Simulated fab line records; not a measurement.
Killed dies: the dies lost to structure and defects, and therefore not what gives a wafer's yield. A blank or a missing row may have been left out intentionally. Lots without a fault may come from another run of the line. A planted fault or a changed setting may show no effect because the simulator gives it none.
Chamber matching || flow n5Finfet || rieDiel-03 running N5_FIN_CUT_ETCH_20: 4 sister chambers
The step etches SiARC in CF4, target depth 26 nm, time 43.3 s. 20 wafers are shown with their chamber, then 10 later ones without.

## WAFERS WITH THEIR CHAMBER
{"wafer": "L075.2", "chamber": 1, "showerheadPlenumPTorr (Torr)": 2.20, "throttleValvePct (%)": 15.81, "oesProductAu (a.u.)": 0.61}
{"wafer": "L075.3", "chamber": 0, "showerheadPlenumPTorr (Torr)": 2.16, "throttleValvePct (%)": 15.98, "oesProductAu (a.u.)": 0.65}
{"wafer": "L075.5", "chamber": 3, "showerheadPlenumPTorr (Torr)": 2.27, "throttleValvePct (%)": 15.58, "oesProductAu (a.u.)": 0.75}
{"wafer": "L079.2", "chamber": 3, "showerheadPlenumPTorr (Torr)": 2.26, "throttleValvePct (%)": 15.61, "oesProductAu (a.u.)": 0.74}
{"wafer": "L079.3", "chamber": 1, "showerheadPlenumPTorr (Torr)": 2.20, "throttleValvePct (%)": 15.83, "oesProductAu (a.u.)": 0.62}
{"wafer": "L079.4", "chamber": 2, "showerheadPlenumPTorr (Torr)": 2.18, "throttleValvePct (%)": 15.49, "oesProductAu (a.u.)": 0.79}
{"wafer": "L081.2", "chamber": 2, "showerheadPlenumPTorr (Torr)": 2.18, "throttleValvePct (%)": 15.50, "oesProductAu (a.u.)": 0.79}
{"wafer": "L081.5", "chamber": 1, "showerheadPlenumPTorr (Torr)": 2.20, "throttleValvePct (%)": 15.83, "oesProductAu (a.u.)": 0.61}
{"wafer": "L081.6", "chamber": 2, "showerheadPlenumPTorr (Torr)": 2.18, "throttleValvePct (%)": 15.48, "oesProductAu (a.u.)": 0.79}
{"wafer": "L083.4", "chamber": 1, "showerheadPlenumPTorr (Torr)": 2.20, "throttleValvePct (%)": 15.84, "oesProductAu (a.u.)": 0.60}
{"wafer": "L083.5", "chamber": 2, "showerheadPlenumPTorr (Torr)": 2.18, "throttleValvePct (%)": 15.51, "oesProductAu (a.u.)": 0.78}
{"wafer": "L083.6", "chamber": 1, "showerheadPlenumPTorr (Torr)": 2.20, "throttleValvePct (%)": 15.85, "oesProductAu (a.u.)": 0.60}
{"wafer": "L084.2", "chamber": 1, "showerheadPlenumPTorr (Torr)": 2.20, "throttleValvePct (%)": 15.83, "oesProductAu (a.u.)": 0.60}
{"wafer": "L084.4", "chamber": 0, "showerheadPlenumPTorr (Torr)": 2.15, "throttleValvePct (%)": 16.02, "oesProductAu (a.u.)": 0.64}
{"wafer": "L084.6", "chamber": 3, "showerheadPlenumPTorr (Torr)": 2.26, "throttleValvePct (%)": 15.61, "oesProductAu (a.u.)": 0.73}
{"wafer": "L085.1", "chamber": 0, "showerheadPlenumPTorr (Torr)": 2.15, "throttleValvePct (%)": 16.02, "oesProductAu (a.u.)": 0.64}
{"wafer": "L085.4", "chamber": 2, "showerheadPlenumPTorr (Torr)": 2.18, "throttleValvePct (%)": 15.51, "oesProductAu (a.u.)": 0.76}
{"wafer": "L085.5", "chamber": 3, "showerheadPlenumPTorr (Torr)": 2.26, "throttleValvePct (%)": 15.62, "oesProductAu (a.u.)": 0.73}
{"wafer": "L093.1", "chamber": 3, "showerheadPlenumPTorr (Torr)": 2.26, "throttleValvePct (%)": 15.66, "oesProductAu (a.u.)": 0.71}
{"wafer": "L093.4", "chamber": 2, "showerheadPlenumPTorr (Torr)": 2.17, "throttleValvePct (%)": 15.54, "oesProductAu (a.u.)": 0.74}

SIGNATURES, as means of the wafers listed above
{"reading": "showerheadPlenumPTorr", "chamber 0": 2.1533, "chamber 1": 2.2000, "chamber 2": 2.1783, "chamber 3": 2.2620, "scatter within a chamber": 0.00379}
{"reading": "throttleValvePct", "chamber 0": 16.0067, "chamber 1": 15.8317, "chamber 2": 15.5050, "chamber 3": 15.6160, "scatter within a chamber": 0.0215}
{"reading": "oesProductAu", "chamber 0": 0.6433, "chamber 1": 0.6067, "chamber 2": 0.7750, "chamber 3": 0.7320, "scatter within a chamber": 0.0146}
Rule: a wafer's distance from a chamber is the root of the sum, over the readings, of the square of ((its reading less the chamber's mean) divided by the reading's scatter). If the next closest chamber is less than 2 further off than the closest, the wafer can't be placed; otherwise it belongs to the closest. How the scatter is found: for the shown wafers, subtract from each reading the mean of its chamber, square and add these, divide the total by (wafers less chambers), then take the root.

## WAFERS WITH NO CHAMBER GIVEN
{"wafer": "L093.6", "showerheadPlenumPTorr (Torr)": 2.26, "throttleValvePct (%)": 15.64, "oesProductAu (a.u.)": 0.71}
{"wafer": "L094.2", "showerheadPlenumPTorr (Torr)": 2.17, "throttleValvePct (%)": 15.53, "oesProductAu (a.u.)": 0.74}
{"wafer": "L094.3", "showerheadPlenumPTorr (Torr)": 2.25, "throttleValvePct (%)": 15.67, "oesProductAu (a.u.)": 0.72}
{"wafer": "L094.6", "showerheadPlenumPTorr (Torr)": 2.26, "throttleValvePct (%)": 15.64, "oesProductAu (a.u.)": 0.71}
{"wafer": "L095.2", "showerheadPlenumPTorr (Torr)": 2.15, "throttleValvePct (%)": 16.03, "oesProductAu (a.u.)": 0.63}
{"wafer": "L095.4", "showerheadPlenumPTorr (Torr)": 2.25, "throttleValvePct (%)": 15.63, "oesProductAu (a.u.)": 0.71}
{"wafer": "L095.5", "showerheadPlenumPTorr (Torr)": 2.17, "throttleValvePct (%)": 15.54, "oesProductAu (a.u.)": 0.75}
{"wafer": "L097.2", "showerheadPlenumPTorr (Torr)": 2.25, "throttleValvePct (%)": 15.65, "oesProductAu (a.u.)": 0.71}
{"wafer": "L097.3", "showerheadPlenumPTorr (Torr)": 2.17, "throttleValvePct (%)": 15.54, "oesProductAu (a.u.)": 0.73}
{"wafer": "L097.5", "showerheadPlenumPTorr (Torr)": 2.14, "throttleValvePct (%)": 16.05, "oesProductAu (a.u.)": 0.62}

## WHICH CHAMBER EACH ONE RAN IN
{"wafer": "L093.6", "from the rows above": 3, "in truth": 3}
{"wafer": "L094.2", "from the rows above": 2, "in truth": 2}
{"wafer": "L094.3", "from the rows above": 3, "in truth": 3}
{"wafer": "L094.6", "from the rows above": 3, "in truth": 3}
{"wafer": "L095.2", "from the rows above": 0, "in truth": 0}
{"wafer": "L095.4", "from the rows above": 3, "in truth": 3}
{"wafer": "L095.5", "from the rows above": 2, "in truth": 2}
{"wafer": "L097.2", "from the rows above": 3, "in truth": 3}
{"wafer": "L097.3", "from the rows above": 2, "in truth": 2}
{"wafer": "L097.5", "from the rows above": 0, "in truth": 0}
Correct placement for 10 of the 10. Not placeable from these rows: 0. Wrongly placed: 0.
